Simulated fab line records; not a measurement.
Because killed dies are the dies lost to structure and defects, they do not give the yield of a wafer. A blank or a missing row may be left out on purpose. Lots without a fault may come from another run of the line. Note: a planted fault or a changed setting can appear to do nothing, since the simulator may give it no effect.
fab line records | flow n5-finfet | part 1 of 2: steps 1 to 17 of 23
record: lots: 5 | wafers: 15 | last-day: 16
route steps=1938 shown BEOL_M11@1556
lots untouched by any fault: they come from a run of this same line in which no faults occurred
start-h: hours from the record's opening day to when the first of the lot's shown wafers began | wait-h: hours elapsed since this lot's preceding step | " unchanged from the row above | L1.1+2: several wafers, shown together as one row | - value missing, or start not given | * or withheld: withheld | < > ~ a bound
route shown NAME@n: names a module that has steps shown in the file, with the first one's number in the route | usual: the fault-free wafers' mean and standard deviation | same: alike in all rows | chamber/n: place in a boat | sites: readings site by site | _std_site: standard deviation across them | _edge_site: the outer-site mean with the inner-site mean subtracted | radius-mm: how far each site lies from the wafer's centre | mask NAME#n: copy n | behind: the most recent tool/chamber to have shaped the wafer | hold: why the lot was held/for how many hours/how that ended | device: names the non-switching transistor (n, p or np) | end of line: at the end of the route, the tests of the same wafers | where a step has no rows: the recipe by itself | killed: not the wafer's yield, but the dies lost to structure and defects at the first sort | map: shows each die of a wafer: x if killed, . if not, _ if none is there
set.NAME: the setting that was run; set.NAME@STEP: the one run at that earlier step | model.NAME: the simulator's own value behind a step, which no gauge read
certain route steps with their lots: each step a table, each wafer a row
services: from which hour (start-h, from the record's first day; less than 0 if before it) a tool's chamber was out of use, for how many hours, and why
== steps ==
step: N5_BEOL_M11_STRIP_67
recipe: chemistry: CF4 | resist: SiARC | power-w: 300 | bias-power-w: 75 | pressure-mtorr: 50 | cf4-flow-sccm: 150 | rf-frequency-hz: 6e+07
usual: cf4-flow-sccm: 150.0/0.4 | chamber-pressure-mTorr: 50.00/0.044 | drypump-motor-current-A: 5.8/0.41 | oes-product-au: 0.76/0.075 | rf-vpp-V: 270.8/1.4 | showerhead-plenum-p-Torr: 1.79/0.049 | throttle-valve-pct: 13.67/0.26
lot.wafer | tool        | chamber | start-h | wait-h | cf4-flow-sccm | chamber-pressure-mTorr | drypump-motor-current-A | oes-product-au | rf-hours-counter-h | rf-vpp-V | showerhead-plenum-p-Torr | throttle-valve-pct
L078.3    | rie-diel-04 | 0       | 240.56  | 0.0    | 149.8         | 49.98                  | 5.2                     | 0.70           | 213                | 268.9    | 1.71                     | 13.80
L078.5    | "           | 1       | "       | "      | 149.6         | 50.12                  | 5.2                     | 0.86           | -                  | 271.2    | 1.82                     | 13.53
L078.6    | "           | 0       | "       | "      | 149.5         | 49.99                  | 5.2                     | 0.71           | -                  | 267.6    | 1.71                     | 13.80
L083.4    | rie-diel-02 | 2       | 285.04  | 0.0    | 149.6         | 49.98                  | 6.3                     | 0.70           | -                  | 273.5    | 1.86                     | 13.83
L083.5    | "           | 1       | "       | "      | 150.3         | 50.07                  | 6.0                     | 0.74           | -                  | 270.3    | 1.72                     | 13.91
L083.6    | "           | 2       | "       | "      | 149.1         | 49.99                  | 6.2                     | 0.70           | -                  | 271.3    | 1.86                     | 13.83
L086.1    | rie-diel-05 | 0       | 290.80  | 0.0    | 149.8         | 50.06                  | 6.1                     | 0.79           | 104                | 272.4    | 1.83                     | 13.82
L086.3    | "           | 3       | "       | "      | 149.5         | 50.01                  | 6.1                     | 0.75           | 134                | 270.2    | 1.75                     | 13.71
L086.5    | "           | 2       | "       | "      | 149.9         | 50.01                  | 5.3                     | 0.70           | -                  | 271.9    | 1.84                     | 13.61
L087.2    | rie-diel-02 | 1       | 310.23  | 0.0    | 150.1         | 50.02                  | 6.0                     | 0.73           | 157                | 269.7    | 1.72                     | 13.92
L087.4    | "           | 3       | "       | "      | 151.1         | 49.95                  | 5.8                     | 0.98           | 2                  | 270.7    | 1.77                     | 13.01
L087.6    | "           | 3       | "       | "      | 150.6         | 49.96                  | 5.8                     | 0.98           | -                  | 269.2    | 1.77                     | 13.01
L094.1    | rie-diel-05 | 0       | 343.85  | 0.0    | 150.2         | 49.99                  | 6.1                     | 0.77           | 121                | 271.2    | 1.82                     | 13.86
L094.5    | "           | 3       | "       | "      | 149.7         | 50.06                  | 6.1                     | 0.74           | -                  | 268.3    | 1.74                     | 13.75
L094.6    | "           | 0       | "       | "      | 149.6         | 49.99                  | 6.1                     | 0.78           | -                  | 270.6    | 1.82                     | 13.85
step: N5_BEOL_M11_HM_OPEN_17
recipe: chemistry: Cl2/BCl3 | target-depth-a: 200 | overetch-a: 60 | target: TiN | mask-material: SOC | ion-energy-ev: 150 | pressure-mtorr: 10 | icp-w: 1000 | bias-w: 126 | Cl2_flow_sccm: 53.25 | bcl3-flow-sccm: 21.75 | Ar_flow_sccm: 25
usual: chamber-pressure-mTorr: 10.000/0.0082 | drypump-motor-current-A: 5.9/0.55 | oes-product-au: 0.63/0.1 | throttle-valve-pct: 22.27/0.24
lot.wafer | tool         | chamber | start-h | wait-h | chamber-pressure-mTorr | drypump-motor-current-A | oes-product-au | rf-hours-counter-h | throttle-valve-pct
L078.3    | rie-metal-03 | 0       | 240.63  | 0.1    | 10.001                 | 6.6                     | 0.58           | -                  | 22.27
L078.5    | "            | 0       | "       | "      | 10.001                 | 6.6                     | 0.59           | -                  | 22.26
L078.6    | "            | 1       | "       | "      | 9.998                  | 4.8                     | 0.53           | -                  | 22.38
L083.4    | rie-metal-02 | 1       | 285.11  | 0.1    | 10.003                 | 6.2                     | 0.56           | -                  | 22.69
L083.5    | "            | 1       | "       | "      | 9.997                  | 6.2                     | 0.55           | -                  | 22.67
L083.6    | "            | 0       | "       | "      | 9.996                  | 5.9                     | 0.55           | -                  | 22.41
L086.1    | rie-metal-02 | 0       | 290.84  | 0.0    | 9.999                  | 5.9                     | 0.54           | 98                 | 22.41
L086.3    | "            | 1       | "       | "      | 10.001                 | 6.3                     | 0.55           | -                  | 22.68
L086.5    | "            | 0       | "       | "      | 9.986                  | 5.9                     | 0.54           | -                  | 22.42
L087.2    | rie-metal-01 | 0       | 310.27  | 0.0    | 10.014                 | 5.9                     | 0.77           | 7                  | 21.92
L087.4    | "            | 0       | "       | "      | 10.004                 | 5.9                     | 0.77           | -                  | 21.91
L087.6    | "            | 1       | "       | "      | 10.002                 | 5.5                     | 0.64           | -                  | 22.08
L094.1    | rie-metal-02 | 0       | 343.89  | 0.0    | 10.003                 | 5.9                     | 0.55           | 100                | 22.42
L094.5    | "            | 0       | "       | "      | 10.014                 | 5.9                     | 0.54           | -                  | 22.41
L094.6    | "            | 0       | "       | "      | 10.006                 | 5.9                     | 0.55           | -                  | 22.42
step: N5_BEOL_M11_STRIP_19
recipe: chemistry: O2 | power-w: 400 | temp-c: 40 | pressure-mtorr: 30 | rf-frequency-hz: 6e+07 | bias-power-w: 0 | overash-fraction: 0.2 | o2-flow-sccm: 225
usual: chamber-pressure-mTorr: 30.00/0.037 | drypump-motor-current-A: 5.7/0.42 | oes-product-au: 0.76/0.088 | rf-vpp-V: 3.6/0.6 | showerhead-plenum-p-Torr: 2.08/0.062 | temp-c: 40.01/0.099 | throttle-valve-pct: 16.75/0.28
lot.wafer | tool        | chamber | start-h | wait-h | chamber-pressure-mTorr | drypump-motor-current-A | oes-product-au | rf-hours-counter-h | rf-vpp-V | showerhead-plenum-p-Torr | temp-c | throttle-valve-pct
L078.3    | rie-diel-02 | 1       | 240.79  | 0.1    | 30.04                  | 6.0                     | 0.76           | 131                | 3.4      | 2.02                     | 39.93  | 17.04
L078.5    | "           | 3       | "       | "      | 30.02                  | 5.9                     | 0.69           | -                  | 3.6      | 2.06                     | 39.99  | 16.54
L078.6    | "           | 0       | "       | "      | 30.05                  | 5.8                     | 0.73           | -                  | 3.8      | 2.07                     | 39.95  | 16.96
L083.4    | rie-diel-05 | 3       | 285.26  | 0.1    | 29.97                  | 6.1                     | 0.75           | -                  | 3.4      | 2.03                     | 40.04  | 16.76
L083.5    | "           | 2       | "       | "      | 30.04                  | 5.3                     | 0.68           | -                  | 2.9      | 2.16                     | 40.11  | 16.67
L083.6    | "           | 0       | "       | "      | 30.02                  | 6.1                     | 0.79           | -                  | 3.7      | 2.11                     | 40.16  | 16.82
L086.1    | rie-diel-04 | 0       | 291.08  | 0.2    | 29.98                  | 5.2                     | 0.70           | 223                | 4.2      | 1.97                     | 40.10  | 16.79
L086.3    | "           | 1       | "       | "      | 29.96                  | 5.2                     | 0.84           | 67                 | 4.1      | 2.13                     | 40.06  | 16.69
L086.5    | "           | 0       | "       | "      | 30.01                  | 5.2                     | 0.70           | -                  | 3.6      | 1.97                     | 39.91  | 16.78
L087.2    | rie-diel-05 | 0       | 310.41  | 0.1    | 29.97                  | 6.1                     | 0.79           | 110                | 3.5      | 2.11                     | 39.92  | 16.84
L087.4    | "           | 1       | "       | "      | 30.01                  | 6.3                     | 0.94           | 5                  | 3.7      | 2.16                     | 39.98  | 16.24
L087.6    | "           | 2       | "       | "      | 30.02                  | 5.3                     | 0.68           | -                  | 4.8      | 2.16                     | 39.92  | 16.69
L094.1    | rie-diel-05 | 0       | 344.09  | 0.2    | 29.99                  | 6.1                     | 0.77           | 121                | 3.4      | 2.10                     | 40.01  | 16.87
L094.5    | "           | 1       | "       | "      | 29.98                  | 6.3                     | 0.92           | -                  | 3.0      | 2.15                     | 40.22  | 16.27
L094.6    | "           | 2       | "       | "      | 30.03                  | 5.3                     | 0.67           | -                  | 3.6      | 2.16                     | 39.94  | 16.69
step: N5_BEOL_M11_CD_MEAS_18
recipe: pitch-nm: 140 | target-cd-nm: 70
usual: cd-nm: 69.7/0.56
lot.wafer | tool      | chamber | start-h | wait-h | cd-nm
L078.3    | cd-sem-03 | -       | 240.86  | 0.1    | 69.1
L078.5    | "         | -       | "       | "      | 69.3
L078.6    | "         | -       | "       | "      | 68.4
L083.4    | cd-sem-03 | -       | 285.31  | 0.0    | 69.1
L083.5    | "         | -       | "       | "      | 70.3
L083.6    | "         | -       | "       | "      | 69.6
L086.1    | cd-sem-03 | -       | 291.16  | 0.1    | 69.9
L086.3    | "         | -       | "       | "      | 69.3
L086.5    | "         | -       | "       | "      | 70.6
L087.2    | cd-sem-02 | -       | 310.48  | 0.1    | 69.5
L087.4    | "         | -       | "       | "      | 68.5
L087.6    | "         | -       | "       | "      | 68.6
L094.1    | cd-sem-01 | -       | 344.16  | 0.0    | 69.4
L094.5    | "         | -       | "       | "      | 69.6
L094.6    | "         | -       | "       | "      | 69.7
step: N5_BEOL_M11_COAT_63
recipe: resist: SOC | temp-c: 250 | time-s: 60 | spin-rpm: 1500 | resist-thk-nm: 100
usual: dispense-pressure-kPa: 45.2/0.95 | exhaust-pa: 45.0/0.9 | resist-line-temp-C: 22.99/0.098
lot.wafer | tool           | chamber | start-h | wait-h | dispense-pressure-kPa | exhaust-pa | resist-line-temp-C
L078.3    | litho-track-01 | 0       | 241.54  | 0.7    | 44.5                  | 46.9       | 22.88
L078.5    | "              | 0       | "       | "      | 44.6                  | 46.1       | 23.04
L078.6    | "              | 0       | "       | "      | 44.6                  | 45.8       | 22.99
L083.4    | litho-track-05 | 0       | 285.35  | 0.0    | 47.2                  | 44.2       | 22.99
L083.5    | "              | 0       | "       | "      | 47.2                  | 43.0       | 22.96
L083.6    | "              | 0       | "       | "      | 47.2                  | 44.9       | 22.96
L086.1    | litho-track-04 | 0       | 291.20  | 0.0    | 45.0                  | 46.2       | 23.12
L086.3    | "              | 0       | "       | "      | 45.0                  | 44.3       | 22.99
L086.5    | "              | 0       | "       | "      | 45.0                  | 45.8       | 23.01
L087.2    | litho-track-05 | 0       | 311.74  | 1.3    | 47.3                  | 45.7       | 22.77
L087.4    | "              | 0       | "       | "      | 47.2                  | 45.0       | 23.08
L087.6    | "              | 0       | "       | "      | 47.3                  | 46.0       | 22.82
L094.1    | litho-track-04 | 0       | 345.21  | 1.0    | 44.9                  | 44.1       | 22.85
L094.5    | "              | 0       | "       | "      | 44.9                  | 44.4       | 23.00
L094.6    | "              | 0       | "       | "      | 44.9                  | 46.1       | 22.93
step: N5_BEOL_M11_COAT_64
recipe: resist: SiARC | temp-c: 220 | time-s: 60 | spin-rpm: 1500 | resist-thk-nm: 30
usual: dispense-pressure-kPa: 45.2/0.98 | exhaust-pa: 44.7/0.87 | resist-line-temp-C: 23.02/0.12
lot.wafer | tool           | chamber | start-h | wait-h | dispense-pressure-kPa | exhaust-pa | resist-line-temp-C
L078.3    | litho-track-01 | 0       | -       | -      | 44.5                  | 43.4       | 23.03
L078.5    | "              | 0       | "       | "      | 44.5                  | 43.7       | 23.10
L078.6    | "              | 0       | "       | "      | 44.5                  | 44.7       | 22.93
L083.4    | litho-track-05 | 0       | -       | -      | 47.4                  | 43.7       | 23.17
L083.5    | "              | 0       | "       | "      | 47.4                  | 43.5       | 22.97
L083.6    | "              | 0       | "       | "      | 47.4                  | 44.1       | 23.05
L086.1    | litho-track-04 | 0       | -       | -      | 45.0                  | 44.9       | 22.87
L086.3    | "              | 0       | "       | "      | 45.0                  | 44.4       | 22.99
L086.5    | "              | 0       | "       | "      | 45.0                  | 44.2       | 23.07
L087.2    | litho-track-05 | 0       | -       | -      | 47.4                  | 45.2       | 22.76
L087.4    | "              | 0       | "       | "      | 47.4                  | 44.0       | 22.85
L087.6    | "              | 0       | "       | "      | 47.4                  | 45.9       | 23.08
L094.1    | litho-track-04 | 0       | -       | -      | 45.0                  | 46.4       | 23.06
L094.5    | "              | 0       | "       | "      | 45.0                  | 47.0       | 23.10
L094.6    | "              | 0       | "       | "      | 45.0                  | 44.8       | 23.09
step: N5_BEOL_M11_COAT_22
recipe: resist: CAR-ArF | spin-rpm: 1500 | resist-thk-nm: 90
usual: dispense-pressure-kPa: 45.2/0.98 | exhaust-pa: 44.9/1 | resist-line-temp-C: 23.01/0.11
lot.wafer | tool           | chamber | start-h | wait-h | dispense-pressure-kPa | exhaust-pa | resist-line-temp-C
L078.3    | litho-track-01 | 0       | -       | -      | 44.5                  | 44.7       | 23.09
L078.5    | "              | 0       | "       | "      | 44.4                  | 44.1       | 23.04
L078.6    | "              | 0       | "       | "      | 44.4                  | 45.0       | 22.93
L083.4    | litho-track-05 | 0       | -       | -      | 47.3                  | 44.4       | 23.26
L083.5    | "              | 0       | "       | "      | 47.3                  | 44.8       | 23.10
L083.6    | "              | 0       | "       | "      | 47.3                  | 44.6       | 23.26
L086.1    | litho-track-04 | 0       | -       | -      | 45.0                  | 43.8       | 22.86
L086.3    | "              | 0       | "       | "      | 45.0                  | 43.8       | 23.04
L086.5    | "              | 0       | "       | "      | 45.0                  | 44.8       | 22.96
L087.2    | litho-track-05 | 0       | -       | -      | 47.3                  | 44.8       | 23.07
L087.4    | "              | 0       | "       | "      | 47.3                  | 45.5       | 23.05
L087.6    | "              | 0       | "       | "      | 47.3                  | 46.7       | 22.99
L094.1    | litho-track-04 | 0       | -       | -      | 44.9                  | 42.7       | 23.06
L094.5    | "              | 0       | "       | "      | 44.9                  | 43.0       | 23.13
L094.6    | "              | 0       | "       | "      | 45.0                  | 42.9       | 23.05
step: N5_BEOL_M11_EBR_24
recipe: solvent: PGMEA | ebr-width-mm: 1.5
usual: exhaust-pa: 44.9/0.78 | resist-line-temp-C: 23.00/0.1
lot.wafer | tool           | chamber | start-h | wait-h | exhaust-pa | resist-line-temp-C
L078.3    | litho-track-01 | 0       | -       | -      | 47.1       | 22.83
L078.5    | "              | 0       | "       | "      | 46.1       | 22.88
L078.6    | "              | 0       | "       | "      | 46.1       | 23.03
L083.4    | litho-track-05 | 0       | -       | -      | 44.1       | 22.96
L083.5    | "              | 0       | "       | "      | 42.7       | 23.06
L083.6    | "              | 0       | "       | "      | 44.8       | 23.05
L086.1    | litho-track-04 | 0       | -       | -      | 43.4       | 22.94
L086.3    | "              | 0       | "       | "      | 44.2       | 22.77
L086.5    | "              | 0       | "       | "      | 43.4       | 22.90
L087.2    | litho-track-05 | 0       | -       | -      | 46.3       | 22.95
L087.4    | "              | 0       | "       | "      | 44.5       | 22.87
L087.6    | "              | 0       | "       | "      | 44.3       | 22.82
L094.1    | litho-track-04 | 0       | -       | -      | 45.6       | 23.10
L094.5    | "              | 0       | "       | "      | 45.5       | 23.12
L094.6    | "              | 0       | "       | "      | 43.3       | 23.06
step: N5_BEOL_M11_SOFTBAKE_23
recipe: temp-c: 110 | time-s: 60 | resist: CAR-ArF
usual: exhaust-pa: 44.8/0.94 | resist-line-temp-C: 23.01/0.098
lot.wafer | tool           | chamber | start-h | wait-h | exhaust-pa | resist-line-temp-C
L078.3    | litho-track-01 | 0       | -       | -      | 44.3       | 22.86
L078.5    | "              | 0       | "       | "      | 43.9       | 23.18
L078.6    | "              | 0       | "       | "      | 44.2       | 23.06
L083.4    | litho-track-05 | 0       | -       | -      | 43.7       | 22.91
L083.5    | "              | 0       | "       | "      | 45.8       | 23.18
L083.6    | "              | 0       | "       | "      | 44.7       | 23.01
L086.1    | litho-track-04 | 0       | -       | -      | 45.7       | 23.06
L086.3    | "              | 0       | "       | "      | 46.8       | 22.92
L086.5    | "              | 0       | "       | "      | 45.0       | 23.01
L087.2    | litho-track-05 | 0       | -       | -      | 44.9       | 22.98
L087.4    | "              | 0       | "       | "      | 45.8       | 23.03
L087.6    | "              | 0       | "       | "      | 44.5       | 22.99
L094.1    | litho-track-04 | 0       | -       | -      | 44.5       | 22.91
L094.5    | "              | 0       | "       | "      | 45.0       | 22.99
L094.6    | "              | 0       | "       | "      | 44.9       | 22.95
step: N5_BEOL_M11_EXPOSE_25
recipe: mask-id: V10 | na: 1.35 | source-shape: annular | sigma-inner: 0.5 | sigma-outer: 0.8 | polarization: unpolarized | dose-mj: 85.5
lot.wafer  | tool            | chamber | start-h | wait-h | mask
L078.3+5+6 | arfi-scanner-02 | 0       | 241.67  | -      | V10#0
L083.4+5+6 | arfi-scanner-01 | 0       | 285.48  | -      | V10#0
L086.1+3+5 | arfi-scanner-02 | 0       | 291.44  | -      | V10#0
L087.2+4+6 | arfi-scanner-01 | 0       | 312.15  | -      | V10#0
L094.1+5+6 | arfi-scanner-03 | 0       | 345.33  | -      | V10#0
step: N5_BEOL_M11_PEB_26
recipe: peb-temp-c: withheld | peb-time-s: 60 | resist: CAR-ArF
usual: exhaust-pa: 45.1/0.93 | resist-line-temp-C: 23.02/0.11
lot.wafer | tool           | chamber | start-h | wait-h | exhaust-pa | resist-line-temp-C
L078.3    | litho-track-05 | 0       | 241.72  | 0.0    | 47.5       | 23.14
L078.5    | "              | 0       | "       | "      | 45.3       | 23.08
L078.6    | "              | 0       | "       | "      | 46.1       | 23.08
L083.4    | litho-track-04 | 0       | 285.53  | 0.0    | 43.0       | 23.27
L083.5    | "              | 0       | "       | "      | 44.7       | 23.20
L083.6    | "              | 0       | "       | "      | 44.3       | 23.24
L086.1    | litho-track-01 | 0       | 291.51  | 0.1    | 45.2       | 23.17
L086.3    | "              | 0       | "       | "      | 44.1       | 22.99
L086.5    | "              | 0       | "       | "      | 46.6       | 22.91
L087.2    | litho-track-04 | 0       | 312.21  | 0.1    | 45.1       | 23.07
L087.4    | "              | 0       | "       | "      | 44.6       | 22.86
L087.6    | "              | 0       | "       | "      | 45.3       | 22.92
L094.1    | litho-track-01 | 0       | 345.39  | 0.1    | 43.8       | 23.07
L094.5    | "              | 0       | "       | "      | 43.9       | 23.19
L094.6    | "              | 0       | "       | "      | 43.8       | 23.10
step: N5_BEOL_M11_DEVELOP_27
recipe: develop-time-s: 30 | developer: TMAH | resist: CAR-ArF | rinse-liquid: diw | dry: air-spin | dev-temp-c: 23
usual: exhaust-pa: 45.0/0.97 | resist-line-temp-C: 23.00/0.11
lot.wafer | tool           | chamber | start-h | wait-h | exhaust-pa | resist-line-temp-C
L078.3    | litho-track-05 | 0       | -       | -      | 45.1       | 23.03
L078.5    | "              | 0       | "       | "      | 43.1       | 23.03
L078.6    | "              | 0       | "       | "      | 44.4       | 22.97
L083.4    | litho-track-04 | 0       | -       | -      | 44.7       | 23.25
L083.5    | "              | 0       | "       | "      | 43.3       | 23.24
L083.6    | "              | 0       | "       | "      | 44.1       | 23.25
L086.1    | litho-track-01 | 0       | -       | -      | 43.8       | 23.08
L086.3    | "              | 0       | "       | "      | 43.6       | 23.00
L086.5    | "              | 0       | "       | "      | 44.4       | 22.91
L087.2    | litho-track-04 | 0       | -       | -      | 44.5       | 23.16
L087.4    | "              | 0       | "       | "      | 44.4       | 22.96
L087.6    | "              | 0       | "       | "      | 44.4       | 22.93
L094.1    | litho-track-01 | 0       | -       | -      | 46.1       | 22.96
L094.5    | "              | 0       | "       | "      | 45.8       | 22.86
L094.6    | "              | 0       | "       | "      | 44.9       | 22.97
step: N5_BEOL_M11_CD_MEAS_28
recipe: target-cd-nm: 70 | landing-energy-ev: 500 | detector: se-inlens | polarity: opening
usual: cd-nm: 69.4/1.1
same: landing-energy-ev: 500
lot.wafer | tool      | chamber | start-h | wait-h | cd-nm
L078.3    | cd-sem-03 | 0       | 241.79  | -      | 69.1
L078.5    | "         | 0       | "       | "      | 69.4
L078.6    | "         | 0       | "       | "      | 67.5
L083.4    | cd-sem-03 | 0       | 285.60  | -      | 70.2
L083.5    | "         | 0       | "       | "      | 71.0
L083.6    | "         | 0       | "       | "      | 71.9
L086.1    | cd-sem-03 | 0       | 291.57  | -      | 69.0
L086.3    | "         | 0       | "       | "      | 69.6
L086.5    | "         | 0       | "       | "      | 69.1
L087.2    | cd-sem-01 | 0       | 312.28  | -      | 70.5
L087.4    | "         | 0       | "       | "      | 71.4
L087.6    | "         | 0       | "       | "      | 70.8
L094.1    | cd-sem-02 | 0       | 345.46  | -      | 69.6
L094.5    | "         | 0       | "       | "      | 68.6
L094.6    | "         | 0       | "       | "      | 69.4
step: N5_BEOL_M11_OVL_MEAS_29
recipe: points-per-wafer: 44
usual: V10_OVL: 0.2/0.69
lot.wafer | tool       | chamber | start-h | wait-h | V10_OVL[nm]
L078.3    | overlay-02 | 0       | 241.82  | 0.0    | 0.9
L078.5    | "          | 0       | "       | "      | 1.0
L078.6    | "          | 0       | "       | "      | -0.2
L083.4    | overlay-01 | 0       | 285.63  | 0.0    | 1.8
L083.5    | "          | 0       | "       | "      | 1.0
L083.6    | "          | 0       | "       | "      | 0.4
L086.1    | overlay-02 | 0       | 291.60  | 0.0    | 0.7
L086.3    | "          | 0       | "       | "      | 0.5
L086.5    | "          | 0       | "       | "      | 0.8
L087.2    | overlay-01 | 0       | 312.31  | 0.0    | 0.0
L087.4    | "          | 0       | "       | "      | 1.0
L087.6    | "          | 0       | "       | "      | 0.2
L094.1    | overlay-01 | 0       | 345.49  | 0.0    | 0.0
L094.5    | "          | 0       | "       | "      | 0.3
L094.6    | "          | 0       | "       | "      | -0.4
step: N5_BEOL_M11_INSPECT_30
recipe: mode: adi | inspect-instrument: brightfield
usual: raw-defect-count: 419/100
lot.wafer | tool              | chamber | start-h | wait-h | raw-defect-count
L078.3    | defect-inspect-01 | -       | 241.84  | 0.0    | 642
L078.5    | "                 | -       | "       | "      | 413
L078.6    | "                 | -       | "       | "      | 396
L083.4    | defect-inspect-01 | -       | 285.65  | 0.0    | 449
L083.5    | "                 | -       | "       | "      | 472
L083.6    | "                 | -       | "       | "      | 485
L086.1    | defect-inspect-02 | -       | 291.63  | 0.0    | 388
L086.3    | "                 | -       | "       | "      | 400
L086.5    | "                 | -       | "       | "      | 465
L087.2    | defect-inspect-01 | -       | 312.33  | 0.0    | 595
L087.4    | "                 | -       | "       | "      | 439
L087.6    | "                 | -       | "       | "      | 440
L094.1    | defect-inspect-02 | -       | 345.51  | 0.0    | 340
L094.5    | "                 | -       | "       | "      | 360
L094.6    | "                 | -       | "       | "      | 539
step: N5_BEOL_M11_DESCUM_33
recipe: chemistry: O2 | time-s: 7.9 | source-power-w: 50 | bias-power-w: 20 | pressure-mtorr: 20 | rf-frequency-hz: 2.712e+07 | temp-c: 40 | resist: CAR-ArF | o2-flow-sccm: 225
usual: chamber-pressure-mTorr: 20.000/0.018 | drypump-motor-current-A: 5.8/0.43 | oes-product-au: 0.76/0.084 | rf-vpp-V: 243.0/1.3 | showerhead-plenum-p-Torr: 2.08/0.061 | temp-c: 40.02/0.1 | throttle-valve-pct: 20.49/0.26
lot.wafer | tool        | chamber | start-h | wait-h | chamber-pressure-mTorr | drypump-motor-current-A | oes-product-au | rf-hours-counter-h | rf-vpp-V | showerhead-plenum-p-Torr | temp-c | throttle-valve-pct
L078.3    | rie-diel-05 | 3       | 241.87  | 0.0    | 19.994                 | 6.1                     | 0.77           | 117                | 241.9    | 2.03                     | 40.10  | 20.50
L078.5    | "           | 1       | "       | "      | 19.971                 | 6.3                     | 0.67           | -                  | 243.1    | 2.16                     | 40.04  | 20.48
L078.6    | "           | 2       | "       | "      | 19.988                 | 5.3                     | 0.70           | -                  | 246.1    | 2.17                     | 39.85  | 20.34
L083.4    | rie-diel-02 | 2       | 286.06  | 0.4    | 20.005                 | 6.3                     | 0.70           | -                  | 244.4    | 2.17                     | 40.13  | 20.66
L083.5    | "           | 1       | "       | "      | 20.001                 | 6.0                     | 0.75           | -                  | 242.1    | 2.01                     | 40.08  | 20.84
L083.6    | "           | 2       | "       | "      | 19.994                 | 6.3                     | 0.69           | -                  | 242.6    | 2.17                     | 40.03  | 20.63
L086.1    | rie-diel-05 | 0       | 291.92  | 0.3    | 20.000                 | 6.1                     | 0.78           | 105                | 242.3    | 2.11                     | 40.22  | 20.63
L086.3    | "           | 2       | "       | "      | 19.977                 | 5.3                     | 0.68           | 225                | 243.0    | 2.16                     | 39.97  | 20.35
L086.5    | "           | 3       | "       | "      | 20.041                 | 6.1                     | 0.75           | -                  | 241.2    | 2.03                     | 40.30  | 20.52
L087.2    | rie-diel-04 | 3       | 312.37  | 0.0    | 19.990                 | 5.3                     | 0.91           | 24                 | 242.7    | 2.07                     | 40.16  | 19.93
L087.4    | "           | 3       | "       | "      | 20.012                 | 5.3                     | 0.92           | -                  | 241.7    | 2.07                     | 40.19  | 19.93
L087.6    | "           | 1       | "       | "      | 19.985                 | 5.2                     | 0.84           | -                  | 243.4    | 2.12                     | 39.96  | 20.49
L094.1    | rie-diel-05 | 2       | 345.58  | 0.1    | 20.002                 | 5.3                     | 0.67           | 241                | 244.3    | 2.15                     | 39.97  | 20.38
L094.5    | "           | 1       | "       | "      | 19.981                 | 6.3                     | 0.92           | -                  | 244.5    | 2.15                     | 39.98  | 20.02
L094.6    | "           | 2       | "       | "      | 19.984                 | 5.3                     | 0.67           | -                  | 245.2    | 2.15                     | 39.87  | 20.39
step: N5_BEOL_M11_ETCH_65
recipe: chemistry: CF4 | target: SiARC | target-depth-a: 390 | mask-material: CAR-ArF | time-s: 65 | ion-energy-ev: 80 | pressure-mtorr: 40 | source-w: 545 | bias-w: 36 | Ar_flow_sccm: 100 | cf4-flow-sccm: 100 | ends: cleared
usual: cf4-flow-sccm: 100.0/0.31 | chamber-pressure-mTorr: 40.00/0.034 | drypump-motor-current-A: 5.8/0.44 | etch-rf-on-time-s: 65.4/1.3 | oes-product-au: 0.65/0.072 | rf-vpp-V: 183.9/1 | showerhead-plenum-p-Torr: 2.13/0.057 | throttle-valve-pct: 15.69/0.27
lot.wafer | tool        | chamber | start-h | wait-h | cf4-flow-sccm | chamber-pressure-mTorr | drypump-motor-current-A | etch-rf-on-time-s | oes-product-au | rf-hours-counter-h | rf-vpp-V | showerhead-plenum-p-Torr | throttle-valve-pct
L078.3    | rie-diel-05 | 3       | 241.91  | 0.0    | 100.1         | 40.02                  | 6.1                     | 63.8              | 0.66           | 117                | 183.0    | 2.08                     | 15.69
L078.5    | "           | 1       | "       | "      | 100.5         | 40.01                  | 6.3                     | 67.4              | 0.57           | -                  | 185.3    | 2.21                     | 15.73
L078.6    | "           | 2       | "       | "      | 99.9          | 40.03                  | 5.3                     | 65.9              | 0.60           | -                  | 183.8    | 2.20                     | 15.56
L083.4    | rie-diel-02 | 2       | 286.12  | 0.0    | 99.8          | 40.01                  | 6.3                     | 66.2              | 0.60           | -                  | 185.4    | 2.21                     | 15.80
L083.5    | "           | 1       | "       | "      | 100.3         | 40.00                  | 6.0                     | 66.1              | 0.63           | -                  | 182.9    | 2.06                     | 15.95
L083.6    | "           | 2       | "       | "      | 99.7          | 40.03                  | 6.3                     | 65.8              | 0.60           | -                  | 185.9    | 2.21                     | 15.82
L086.1    | rie-diel-05 | 0       | 291.96  | 0.0    | 99.9          | 40.05                  | 6.1                     | 63.8              | 0.68           | 105                | 184.4    | 2.16                     | 15.82
L086.3    | "           | 2       | "       | "      | 99.9          | 39.98                  | 5.3                     | 67.2              | 0.58           | 225                | 183.1    | 2.20                     | 15.60
L086.5    | "           | 3       | "       | "      | 100.1         | 39.96                  | 6.1                     | 64.6              | 0.65           | -                  | 182.9    | 2.08                     | 15.70
L087.2    | rie-diel-04 | 3       | 312.40  | 0.0    | 100.4         | 40.03                  | 5.3                     | 62.5              | 0.80           | 24                 | 182.2    | 2.10                     | 14.99
L087.4    | "           | 3       | "       | "      | 99.6          | 39.97                  | 5.3                     | 63.3              | 0.79           | -                  | 183.5    | 2.10                     | 15.03
L087.6    | "           | 1       | "       | "      | 99.8          | 39.99                  | 5.2                     | 66.6              | 0.70           | -                  | 184.1    | 2.17                     | 15.65
L094.1    | rie-diel-05 | 2       | 345.61  | 0.0    | 99.2          | 39.97                  | 5.3                     | 66.6              | 0.58           | 241                | 185.1    | 2.19                     | 15.65
L094.5    | "           | 1       | "       | "      | 100.3         | 39.96                  | 6.3                     | 64.1              | 0.78           | -                  | 184.7    | 2.20                     | 15.26
L094.6    | "           | 2       | "       | "      | 99.0          | 39.97                  | 5.3                     | 66.6              | 0.57           | -                  | 185.2    | 2.19                     | 15.66
